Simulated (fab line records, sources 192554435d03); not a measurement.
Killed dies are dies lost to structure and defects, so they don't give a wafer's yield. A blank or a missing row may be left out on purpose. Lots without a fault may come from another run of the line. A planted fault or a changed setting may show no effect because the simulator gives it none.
Which tool did it? | flow n5_finfet | 23 lots, 69 wafers sampled, at 6 steps of a route of 1938

WHAT THE GAUGES READ, wafer by wafer
N5_SD_EPI_P_EPI_MEAS_23. Usual: thk_nm 61.0 nm, standard deviation 1.2.
lot  | measured    | on            | thk_nm (nm)    | flag
L074 | day 3 09:34 | film_metro-01 | 58.6 62.3 61.8 |
L075 | day 3 17:34 | film_metro-02 | 60.9 61.4 61.2 |
L076 | day 3 22:14 | film_metro-02 | 59.6 60.6 58.7 |
L078 | day 4 10:27 | film_metro-02 | 59.4 62.2 60.8 |
L079 | day 4 16:21 | film_metro-02 | 60.3 62.2 60.4 |
L080 | day 4 20:46 | film_metro-02 | 61.7 62.2 59.2 |
L081 | day 5 05:00 | film_metro-01 | 62.2 61.8 61.3 |
L082 | day 5 10:43 | film_metro-01 | 61.5 60.7 60.3 |
L083 | day 5 17:11 | film_metro-02 | 63.5 62.5 60.7 |
L084 | day 6 01:16 | film_metro-01 | 59.5 61.1 58.9 |
L085 | day 6 04:50 | film_metro-02 | 60.3 61.8 60.6 |
L086 | day 6 14:19 | film_metro-01 | 60.1 64.2 61.3 |
L087 | day 6 16:58 | film_metro-01 | 61.4 59.7 59.4 |
L088 | day 6 21:38 | film_metro-02 | 60.5 61.4 60.1 |
L089 | day 7 03:39 | film_metro-02 | 62.3 59.9 60.3 |
L090 | day 7 10:46 | film_metro-02 | 60.9 60.1 60.1 |
L091 | day 7 16:59 | film_metro-01 | 58.9 59.4 62.1 |
L092 | day 8 00:18 | film_metro-02 | 59.3 61.9 62.1 |
L093 | day 8 03:57 | film_metro-02 | 59.4 61.2 62.1 |
L094 | day 8 12:29 | film_metro-01 | 63.3 63.8 62.3 |
L095 | day 8 16:32 | film_metro-02 | 62.3 63.3 61.7 |
L096 | day 8 20:24 | film_metro-02 | 62.8 60.5 60.3 |
L097 | day 9 05:45 | film_metro-02 | 59.3 62.0 60.3 |

WHICH TOOL RAN EACH LOT (tool, then ch and the chambers of the sampled wafers, then the start)
lot  | N5_FIN_SAQP_ETCH_69               | N5_DUMMY_GATE_DESCUM_20           | N5_SD_EPI_N_DESCUM_14             | N5_SD_EPI_N_STRIP_38                | N5_SD_EPI_P_STRIP_40
L074 | rie_diel-03 ch 1,3, day 2 01:48   | rie_diel-06 ch 2,3, day 2 23:01   | rie_diel-05 ch 0,1,3, day 3 01:15 | plasma_asher-02 ch 0,1, day 3 02:02 | plasma_asher-02 ch 0, day 3 06:49
L075 | rie_diel-01 ch 0,1,2, day 2 07:51 | rie_diel-06 ch 1,2, day 3 06:13   | rie_diel-01 ch 2,3, day 3 08:49   | plasma_asher-01 ch 0,1, day 3 09:35 | plasma_asher-02 ch 0,1, day 3 14:08
L076 | rie_diel-05 ch 0,2,3, day 2 14:38 | rie_diel-02 ch 1,2,3, day 3 10:55 | rie_diel-03 ch 0,1,3, day 3 13:29 | plasma_asher-01 ch 0,1, day 3 14:16 | plasma_asher-01 ch 0,1, day 3 19:32
L078 | rie_diel-05 ch 0,2,3, day 3 00:46 | rie_diel-04 ch 0,1,2, day 3 21:32 | rie_diel-01 ch 0,3, day 4 01:32   | plasma_asher-01 ch 0, day 4 02:19   | plasma_asher-02 ch 0,1, day 4 06:54
L079 | rie_diel-03 ch 1,2,3, day 3 06:53 | rie_diel-04 ch 0,1, day 4 03:28   | rie_diel-05 ch 3, day 4 06:52     | plasma_asher-02 ch 1, day 4 07:58   | plasma_asher-02 ch 0,1, day 4 12:48
L080 | rie_diel-01 ch 0,2,3, day 3 12:46 | rie_diel-02 ch 2, day 4 09:54     | rie_diel-05 ch 0,1,3, day 4 12:44 | plasma_asher-02 ch 0,1, day 4 13:31 | plasma_asher-02 ch 0,1, day 4 18:00
L081 | rie_diel-03 ch 0,3, day 3 18:58   | rie_diel-04 ch 1,2, day 4 15:41   | rie_diel-05 ch 0,2,3, day 4 19:37 | plasma_asher-01 ch 0,1, day 4 20:24 | plasma_asher-02 ch 0,1, day 5 02:17
L082 | rie_diel-01 ch 0,2,3, day 4 02:11 | rie_diel-04 ch 1,2, day 4 23:47   | rie_diel-01 ch 0,2,3, day 5 02:45 | plasma_asher-01 ch 0,1, day 5 03:32 | plasma_asher-01 ch 0,1, day 5 08:00
L083 | rie_diel-03 ch 0,3, day 4 09:12   | rie_diel-06 ch 0,2, day 5 06:09   | rie_diel-01 ch 0,2, day 5 08:25   | plasma_asher-02 ch 0,1, day 5 09:12 | plasma_asher-01 ch 0, day 5 14:28
L084 | rie_diel-01 ch 0,2,3, day 4 12:50 | rie_diel-02 ch 0,1,2, day 5 13:05 | rie_diel-03 ch 1,2,3, day 5 15:40 | plasma_asher-01 ch 0,1, day 5 16:26 | plasma_asher-02 ch 0,1, day 5 21:43
L085 | rie_diel-01 ch 1,2,3, day 4 19:55 | rie_diel-02 ch 2,3, day 5 17:47   | rie_diel-03 ch 1,2,3, day 5 19:56 | plasma_asher-01 ch 0,1, day 5 20:44 | plasma_asher-02 ch 0,1, day 6 02:08
L086 | rie_diel-05 ch 0,2,3, day 5 02:35 | rie_diel-04 ch 2,3, day 6 00:43   | rie_diel-03 ch 0,2,3, day 6 03:09 | plasma_asher-02 ch 0,1, day 6 03:56 | plasma_asher-01 ch 0,1, day 6 09:36
L087 | rie_diel-03 ch 0,1,3, day 5 08:19 | rie_diel-02 ch 0,1,2, day 6 05:40 | rie_diel-01 ch 2,3, day 6 08:04   | plasma_asher-02 ch 0,1, day 6 08:51 | plasma_asher-01 ch 0,1, day 6 13:25
L088 | rie_diel-05 ch 2,3, day 5 12:32   | rie_diel-06 ch 1,2,3, day 6 09:32 | rie_diel-05 ch 0,1,2, day 6 12:19 | plasma_asher-02 ch 0,1, day 6 13:06 | plasma_asher-01 ch 0,1, day 6 18:05
L089 | rie_diel-05 ch 0,2,3, day 5 19:10 | rie_diel-04 ch 2,3, day 6 16:04   | rie_diel-01 ch 0,2,3, day 6 18:30 | plasma_asher-02 ch 1, day 6 19:17   | plasma_asher-01 ch 0,1, day 7 00:06
L090 | rie_diel-03 ch 0,1,3, day 6 01:29 | rie_diel-02 ch 1,3, day 6 22:11   | rie_diel-05 ch 1,3, day 7 01:11   | plasma_asher-01 ch 0,1, day 7 01:59 | plasma_asher-01 ch 0,1, day 7 07:12
L091 | rie_diel-01 ch 1,2,3, day 6 07:16 | rie_diel-02 ch 0,1, day 7 05:08   | rie_diel-03 ch 1,2,3, day 7 07:26 | plasma_asher-01 ch 0,1, day 7 08:13 | plasma_asher-01 ch 0,1, day 7 13:26
L092 | rie_diel-05 ch 0,2, day 6 14:13   | rie_diel-02 ch 0,1,2, day 7 12:26 | rie_diel-01 ch 0,2, day 7 14:41   | plasma_asher-01 ch 0,1, day 7 15:32 | plasma_asher-01 ch 0,1, day 7 20:45
L093 | rie_diel-01 ch 0,2, day 6 20:26   | rie_diel-02 ch 0,1,2, day 7 17:14 | rie_diel-05 ch 0,2,3, day 7 19:22 | plasma_asher-02 ch 0,1, day 7 20:08 | plasma_asher-01 ch 0,1, day 8 01:14
L094 | rie_diel-03 ch 0,3, day 7 03:47   | rie_diel-04 ch 0,2,3, day 8 00:26 | rie_diel-01 ch 0,2,3, day 8 02:49 | plasma_asher-02 ch 0,1, day 8 03:36 | plasma_asher-01 ch 0,1, day 8 08:55
L095 | rie_diel-05 ch 1,3, day 7 07:32   | rie_diel-04 ch 1,2, day 8 04:28   | rie_diel-05 ch 0,1,2, day 8 06:53 | plasma_asher-01 ch 0,1, day 8 07:41 | plasma_asher-02 ch 0, day 8 13:42
L096 | rie_diel-01 ch 1,3, day 7 12:44   | rie_diel-06 ch 0,2,3, day 8 09:06 | rie_diel-05 ch 0,2, day 8 12:25   | plasma_asher-01 ch 0,1, day 8 13:12 | plasma_asher-01 ch 0,1, day 8 17:41
L097 | rie_diel-01 ch 0,2, day 7 18:41   | rie_diel-04 ch 1,2, day 8 16:56   | rie_diel-03 ch 1,2,3, day 8 21:45 | plasma_asher-02 ch 0,1, day 8 22:32 | plasma_asher-01 ch 1, day 9 03:02
- N5_FIN_SAQP_ETCH_69: etches SOC in N2/H2, stops on SiNx, target depth 150 nm.
- N5_DUMMY_GATE_DESCUM_20: chemistry O2, time 6.2 s.
- N5_SD_EPI_N_DESCUM_14: chemistry O2, time 7.9 s.
- N5_SD_EPI_N_STRIP_38: strips in N2/H2.
- N5_SD_EPI_P_STRIP_40: strips in N2/H2.

WHAT THE TOOLS THEMSELVES READ (means of the sampled wafers that have a number; where no wafer has one, the mark that the record gives instead)
N5_FIN_SAQP_ETCH_69. Usual: drypump_motor_current_A 5.6 A, standard deviation 0.42; oes_product_au 0.79 a.u., standard deviation 0.091; rf_vpp_V 240.7 V, standard deviation 1.3; showerhead_plenum_p_Torr 2.54 Torr, standard deviation 0.083; throttle_valve_pct 17.8 %, standard deviation 0.32.
lot  | tool        | drypump_motor_current_A (A) | oes_product_au (a.u.) | rf_vpp_V (V) | showerhead_plenum_p_Torr (Torr) | throttle_valve_pct (%) | flag
L074 | rie_diel-03 | 6.0                         | 0.83                  | 242.4        | 2.64                            | 17.9                   |
L075 | rie_diel-01 | 5.5                         | 0.79                  | 241.1        | 2.55                            | 17.8                   |
L076 | rie_diel-05 | 5.8                         | 0.78                  | 242.2        | 2.63                            | 17.7                   |
L078 | rie_diel-05 | 5.8                         | 0.78                  | 241.2        | 2.63                            | 17.7                   |
L079 | rie_diel-03 | 6.1                         | 0.75                  | 241.5        | 2.56                            | 17.9                   |
L080 | rie_diel-01 | 5.4                         | 0.85                  | 240.2        | 2.51                            | 17.8                   |
L081 | rie_diel-03 | 5.6                         | 0.76                  | 240.0        | 2.51                            | 17.8                   |
L082 | rie_diel-01 | 5.4                         | 0.83                  | 240.2        | 2.51                            | 17.8                   |
L083 | rie_diel-03 | 5.6                         | 0.74                  | 241.0        | 2.51                            | 17.8                   |
L084 | rie_diel-01 | 5.4                         | 0.83                  | 239.8        | 2.51                            | 17.8                   |
L085 | rie_diel-01 | 5.5                         | 0.85                  | 240.5        | 2.54                            | 17.8                   |
L086 | rie_diel-05 | 5.8                         | 0.76                  | 241.6        | 2.62                            | 17.8                   |
L087 | rie_diel-03 | 6.0                         | 0.83                  | 240.4        | 2.53                            | 17.7                   |
L088 | rie_diel-05 | 5.8                         | 0.73                  | 240.8        | 2.57                            | 18.0                   |
L089 | rie_diel-05 | 5.8                         | 0.76                  | 240.6        | 2.62                            | 17.8                   |
L090 | rie_diel-03 | 5.9                         | 0.82                  | 241.3        | 2.53                            | 17.8                   |
L091 | rie_diel-01 | 5.5                         | 0.83                  | 241.5        | 2.54                            | 17.8                   |
L092 | rie_diel-05 | 6.0                         | 0.73                  | 241.9        | 2.65                            | 17.8                   |
L093 | rie_diel-01 | 5.3                         | 0.80                  | 240.4        | 2.50                            | 17.7                   |
L094 | rie_diel-03 | 5.5                         | 0.73                  | 240.2        | 2.50                            | 17.8                   |
L095 | rie_diel-05 | 5.5                         | 0.73                  | 240.2        | 2.52                            | 18.1                   |
L096 | rie_diel-01 | 5.3                         | 0.86                  | 240.2        | 2.52                            | 17.6                   |
L097 | rie_diel-01 | 5.3                         | 0.78                  | 240.3        | 2.49                            | 17.7                   |

N5_DUMMY_GATE_DESCUM_20. Usual: drypump_motor_current_A 5.7 A, standard deviation 0.39; oes_product_au 0.82 a.u., standard deviation 0.08; rf_vpp_V 243.5 V, standard deviation 1.4; showerhead_plenum_p_Torr 2.12 Torr, standard deviation 0.088; throttle_valve_pct 20.41 %, standard deviation 0.26.
lot  | tool        | drypump_motor_current_A (A) | oes_product_au (a.u.) | rf_vpp_V (V) | showerhead_plenum_p_Torr (Torr) | throttle_valve_pct (%) | flag
L074 | rie_diel-06 | 5.9                         | 0.85                  | 244.4        | 2.22                            | 20.32                  |
L075 | rie_diel-06 | 6.1                         | 0.91                  | 243.4        | 2.11                            | 20.10                  |
L076 | rie_diel-02 | 6.0                         | 0.91                  | 244.1        | 2.18                            | 20.34                  |
L078 | rie_diel-04 | 5.5                         | 0.76                  | 243.4        | 2.06                            | 20.40                  |
L079 | rie_diel-04 | 5.6                         | 0.71                  | 242.2        | 2.07                            | 20.41                  |
L080 | rie_diel-02 | 6.5                         | 0.85                  | 242.3        | 2.04                            | 20.82                  |
L081 | rie_diel-04 | 5.5                         | 0.78                  | 242.6        | 2.06                            | 20.34                  |
L082 | rie_diel-04 | 5.4                         | 0.77                  | 243.7        | 2.06                            | 20.35                  |
L083 | rie_diel-06 | 5.9                         | 0.81                  | 244.2        | 2.16                            | 20.46                  |
L084 | rie_diel-02 | 5.7                         | 0.85                  | 244.8        | 2.17                            | 20.63                  |
L085 | rie_diel-02 | 6.1                         | 0.85                  | 244.0        | 2.17                            | 20.26                  |
L086 | rie_diel-04 | 5.8                         | 0.91                  | 243.1        | 2.10                            | 20.46                  |
L087 | rie_diel-02 | 5.7                         | 0.84                  | 243.5        | 2.17                            | 20.64                  |
L088 | rie_diel-06 | 5.9                         | 0.83                  | 244.0        | 2.16                            | 20.23                  |
L089 | rie_diel-04 | 5.8                         | 0.89                  | 242.9        | 2.10                            | 20.48                  |
L090 | rie_diel-02 | 5.7                         | 0.89                  | 245.0        | 2.24                            | 20.19                  |
L091 | rie_diel-02 | 5.3                         | 0.81                  | 245.1        | 2.22                            | 20.63                  |
L092 | rie_diel-02 | 5.7                         | 0.82                  | 243.5        | 2.17                            | 20.65                  |
L093 | rie_diel-02 | 5.7                         | 0.83                  | 243.9        | 2.17                            | 20.65                  |
L094 | rie_diel-04 | 5.7                         | 0.89                  | 242.4        | 2.07                            | 20.37                  |
L095 | rie_diel-04 | 5.4                         | 0.75                  | 242.8        | 2.05                            | 20.37                  |
L096 | rie_diel-06 | 5.8                         | 0.77                  | 243.8        | 2.14                            | 20.48                  |
L097 | rie_diel-04 | 5.4                         | 0.78                  | 241.4        | 2.03                            | 20.43                  |

N5_SD_EPI_N_DESCUM_14. Usual: drypump_motor_current_A 5.6 A, standard deviation 0.4; oes_product_au 0.81 a.u., standard deviation 0.089; rf_vpp_V 243.3 V, standard deviation 1.3; showerhead_plenum_p_Torr 2.09 Torr, standard deviation 0.063; throttle_valve_pct 20.42 %, standard deviation 0.22.
lot  | tool        | drypump_motor_current_A (A) | oes_product_au (a.u.) | rf_vpp_V (V) | showerhead_plenum_p_Torr (Torr) | throttle_valve_pct (%) | flag
L074 | rie_diel-05 | 5.5                         | 0.81                  | 243.9        | 2.14                            | 20.36                  |
L075 | rie_diel-01 | 5.6                         | 0.81                  | 242.4        | 2.07                            | 20.64                  |
L076 | rie_diel-03 | 5.9                         | 0.77                  | 243.2        | 2.09                            | 20.45                  |
L078 | rie_diel-01 | 5.1                         | 0.91                  | 242.9        | 2.07                            | 20.26                  |
L079 | rie_diel-05 | 5.6                         | 0.75                  | 243.3        | 2.09                            | 20.44                  |
L080 | rie_diel-05 | 5.5                         | 0.80                  | 244.2        | 2.13                            | 20.39                  |
L081 | rie_diel-05 | 5.8                         | 0.77                  | 244.3        | 2.15                            | 20.31                  |
L082 | rie_diel-01 | 5.4                         | 0.84                  | 243.7        | 2.07                            | 20.48                  |
L083 | rie_diel-01 | 5.3                         | 0.83                  | 242.4        | 2.07                            | 20.37                  |
L084 | rie_diel-03 | 6.1                         | 0.93                  | 244.0        | 2.11                            | 20.38                  |
L085 | rie_diel-03 | 6.1                         | 0.92                  | 243.4        | 2.11                            | 20.37                  |
L086 | rie_diel-03 | 5.7                         | 0.82                  | 243.7        | 2.08                            | 20.37                  |
L087 | rie_diel-01 | 5.4                         | 0.84                  | 242.4        | 2.06                            | 20.60                  |
L088 | rie_diel-05 | 5.7                         | 0.76                  | 243.8        | 2.14                            | 20.40                  |
L089 | rie_diel-01 | 5.4                         | 0.82                  | 243.2        | 2.06                            | 20.50                  |
L090 | rie_diel-05 | 5.5                         | 0.74                  | 243.0        | 2.07                            | 20.63                  |
L091 | rie_diel-03 | 6.1                         | 0.90                  | 243.2        | 2.11                            | 20.40                  |
L092 | rie_diel-01 | 5.3                         | 0.80                  | 242.3        | 2.06                            | 20.41                  |
L093 | rie_diel-05 | 5.8                         | 0.75                  | 244.6        | 2.14                            | 20.35                  |
L094 | rie_diel-01 | 5.4                         | 0.80                  | 242.2        | 2.06                            | 20.51                  |
L095 | rie_diel-05 | 5.7                         | 0.75                  | 243.8        | 2.14                            | 20.43                  |
L096 | rie_diel-05 | 5.7                         | 0.78                  | 244.9        | 2.19                            | 20.23                  |
L097 | rie_diel-03 | 6.1                         | 0.87                  | 243.9        | 2.10                            | 20.41                  |

N5_SD_EPI_N_STRIP_38. Usual: drypump_motor_current_A 5.58 A, standard deviation 0.3; heater_power_w 375 W, standard deviation 22; oes_product_au 0.762 a.u., standard deviation 0.012.
lot  | tool            | drypump_motor_current_A (A) | heater_power_w (W) | oes_product_au (a.u.) | flag
L074 | plasma_asher-02 | 5.82                        | 366                | 0.769                 |
L075 | plasma_asher-01 | 5.48                        | 383                | 0.758                 |
L076 | plasma_asher-01 | 5.30                        | 395                | 0.772                 |
L078 | plasma_asher-01 | 5.67                        | 367                | 0.755                 |
L079 | plasma_asher-02 | 5.70                        | 352                | 0.755                 |
L080 | plasma_asher-02 | 5.79                        | 373                | 0.775                 |
L081 | plasma_asher-01 | 5.47                        | 382                | 0.762                 |
L082 | plasma_asher-01 | 5.46                        | 377                | 0.760                 |
L083 | plasma_asher-02 | 5.82                        | 362                | 0.766                 |
L084 | plasma_asher-01 | 5.31                        | 394                | 0.763                 |
L085 | plasma_asher-01 | 5.30                        | 397                | 0.768                 |
L086 | plasma_asher-02 | 5.77                        | 356                | 0.757                 |
L087 | plasma_asher-02 | 5.78                        | 360                | 0.755                 |
L088 | plasma_asher-02 | 5.76                        | 357                | 0.766                 |
L089 | plasma_asher-02 | 5.72                        | 346                | 0.767                 |
L090 | plasma_asher-01 | 5.49                        | 379                | 0.762                 |
L091 | plasma_asher-01 | 5.29                        | 396                | 0.770                 |
L092 | plasma_asher-01 | 5.46                        | 382                | 0.769                 |
L093 | plasma_asher-02 | 5.83                        | 371                | 0.766                 |
L094 | plasma_asher-02 | 5.76                        | 358                | 0.772                 |
L095 | plasma_asher-01 | 5.29                        | 389                | 0.760                 |
L096 | plasma_asher-01 | 5.26                        | 398                | 0.753                 |
L097 | plasma_asher-02 | 5.82                        | 370                | 0.751                 |

N5_SD_EPI_P_STRIP_40. Usual: drypump_motor_current_A 5.5 A, standard deviation 0.31; heater_power_w 378 W, standard deviation 23; oes_product_au 0.762 a.u., standard deviation 0.011.
lot  | tool            | drypump_motor_current_A (A) | heater_power_w (W) | oes_product_au (a.u.) | flag
L074 | plasma_asher-02 | 5.8                         | 386                | 0.757                 |
L075 | plasma_asher-02 | 5.8                         | 376                | 0.750                 |
L076 | plasma_asher-01 | 5.5                         | 377                | 0.766                 |
L078 | plasma_asher-02 | 5.8                         | 367                | 0.771                 |
L079 | plasma_asher-02 | 5.8                         | 369                | 0.773                 |
L080 | plasma_asher-02 | 5.8                         | 356                | 0.757                 |
L081 | plasma_asher-02 | 5.8                         | 361                | 0.758                 |
L082 | plasma_asher-01 | 5.5                         | 382                | 0.762                 |
L083 | plasma_asher-01 | 5.7                         | 364                | 0.749                 |
L084 | plasma_asher-02 | 5.8                         | 371                | 0.771                 |
L085 | plasma_asher-02 | 5.8                         | 373                | 0.759                 |
L086 | plasma_asher-01 | 5.3                         | 390                | 0.755                 |
L087 | plasma_asher-01 | 5.4                         | 380                | 0.766                 |
L088 | plasma_asher-01 | 5.3                         | 394                | 0.757                 |
L089 | plasma_asher-01 | 5.4                         | 379                | 0.755                 |
L090 | plasma_asher-01 | 5.3                         | 393                | 0.760                 |
L091 | plasma_asher-01 | 5.3                         | 385                | 0.771                 |
L092 | plasma_asher-01 | 5.4                         | 380                | 0.763                 |
L093 | plasma_asher-01 | 5.2                         | 393                | 0.765                 |
L094 | plasma_asher-01 | 5.3                         | 391                | 0.756                 |
L095 | plasma_asher-02 | 5.9                         | 385                | 0.765                 |
L096 | plasma_asher-01 | 5.5                         | 383                | 0.761                 |
L097 | plasma_asher-01 | 5.1                         | 408                | 0.765                 |

THE ANSWER, worked out from the rows above alone
Rule: a lot is off if the mean of its wafers that have a number lies more than 3 standard deviations from the usual mean. A lot without any number at a reading at which 4 lots or more have one is off too. The other lots that the step has rows for count as sound. The gauges are gone through in route order, then the tools' own readings, and for those a lot's mean is taken as printed above. The first step at which some lot is off is used, and at that step the reading that is off furthest; a lot without a number counts as furthest.
No lot is off at any reading shown: from this, nothing can be told.

WHAT THE SIMULATOR HAD PUT IN
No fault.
